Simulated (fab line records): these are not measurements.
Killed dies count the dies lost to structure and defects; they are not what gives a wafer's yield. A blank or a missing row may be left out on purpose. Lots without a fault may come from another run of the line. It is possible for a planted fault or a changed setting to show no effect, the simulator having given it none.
Split-lot study	flow n5 finfet	21 wafers read across 7 lots, on a route 1938 steps long

## THE SPLIT
At N5_BEOL_M14_EXPOSE_07 (exposes mask V13), the setting dose mj was moved away from the recipe's 57 on 6 of the 21 wafers read, by -6.8% to +3.2%. The other wafers ran this setting at the recipe's value.

## FROM THE SPLIT TO THE READING: what the file shows between them, 11 steps
- N5_BEOL_M14_PEB_08: peb time 90 s
- N5_BEOL_M14_DEVELOP_09: develop time 45 s
- N5_BEOL_M14_HARDBAKE_14: time 120 s
- N5_BEOL_M14_CD_MEAS_10: target cd 250 nm
- N5_BEOL_M14_DESCUM_15: chemistry O2, time 7.9 s
- N5_BEOL_M14_ETCH_59: etches BARC in N2/H2, target depth 89 nm, overetch 26.7 nm, time 67.9 s
- N5_BEOL_M14_VIA_ETCH_16: etches SiO2 in C4F8/O2/Ar, target depth 1231.3 nm
- N5_BEOL_M14_STRIP_63: strips in O2
- N5_BEOL_M14_STRIP_64: strips in O2
- N5_BEOL_M14_STRIP_71: strips in post etch residue remover, time 60 s
- N5_BEOL_M14_SRD_72: time 30 s, dry time 30 s

## THE READING
cd nm at N5_BEOL_M14_CD_MEAS_17, given in nm (cd target 250 nm). Fault-free wafers of this fab line usually give 251.1 nm, standard deviation 1.4 nm.

wafer	tool, chamber at the split	dose mj as run	against the recipe	cd nm, nm	against lot-mates on the recipe
L079.1	krf scanner-02, 0	57	recipe	252.8	-
L079.2	krf scanner-02, 0	57	recipe	252.1	-
L079.6	krf scanner-02, 0	57	recipe	251.6	-
L081.3	krf scanner-02, 0	53.15	-6.8%	238.1	no lot-mate on the recipe
L081.5	krf scanner-02, 0	53.15	-6.8%	238.5	no lot-mate on the recipe
L081.6	krf scanner-02, 0	53.15	-6.8%	238.2	no lot-mate on the recipe
L082.1	krf scanner-02, 0	57	recipe	248.0	-
L082.2	krf scanner-02, 0	58.83	+3.2%	256.7	+8.5
L082.3	krf scanner-02, 0	57	recipe	248.4	-
L086.3	krf scanner-02, 0	57	recipe	250.8	-
L086.5	krf scanner-02, 0	57	recipe	250.3	-
L086.6	krf scanner-02, 0	57	recipe	252.3	-
L088.1	krf scanner-02, 0	57	recipe	249.1	-
L088.2	krf scanner-02, 0	57	recipe	249.1	-
L088.4	krf scanner-02, 0	57	recipe	251.6	-
L093.3	krf scanner-02, 0	54.85	-3.8%	244.6	-8.5
L093.4	krf scanner-02, 0	57	recipe	251.3	-
L093.5	krf scanner-02, 0	57	recipe	254.9	-
L095.1	krf scanner-02, 0	57	recipe	251.9	-
L095.2	krf scanner-02, 0	57	recipe	250.3	-
L095.4	krf scanner-02, 0	55.09	-3.4%	246.6	-4.5

THE FIT
A straight line over all 21 wafers: cd nm changes by +1.83 nm for each +1% of dose mj; r = +0.95; the points scatter about the line by 1.6 nm.
The same after taking each lot's own level away (the mean of its wafers on the recipe; 18 wafers): +2.1 nm for each +1%; r = +0.93; scatter 1.2 nm.
On that fit, the largest move of dose mj shifts the reading by 14 nm.
From 248.20 to 253.10 nm: that is the span of the lots' own levels, equal to 3.5 times the standard deviation above.
Hence the slope depends on the lot-to-lot level, as the two fits are not the same.
Check: with one of the wafers moved furthest among these (-3.8%) left out of the fit, the line predicts -7.18 nm for it against its lot-mates. It came out at -8.5 nm against them.

## THESE WAFERS: OTHER SPLITS
Before the reading, these wafers also passed through other splits. Each is held against what the fit with the lots' levels taken away leaves over:
other split on the same wafers	wafers away from the commonest value	r with cd nm (lot level and that fit taken away)
N5_BEOL_M10_PEB_26 peb time s	8	+0.03
N5_BEOL_M11_TRENCH_ETCH_37 time s	5	+0.01
N5_BEOL_M11_CURE_72 time s	7	-0.26
N5_BEOL_M12_SPUTTER_44 power w	9	+0.05
N5_BEOL_M14_ILD_DEP_00 time s	7	+0.43

## THE WHOLE CHAIN: every reading that the file lists as answering this split, in the file's order
step	what it does	reading	change (the file's fit)	r (the file's)
N5_BEOL_M14_CD_MEAS_10	target cd 250 nm	cd nm	+1.88 nm for each +1% of the setting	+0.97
N5_BEOL_M14_CD_MEAS_17	target cd 250 nm	cd nm	+2.08 nm for each +1% of the setting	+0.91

## THE FILE'S OWN FIT
cd nm changes by +2.08 nm for each +1% of dose mj, r = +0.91.
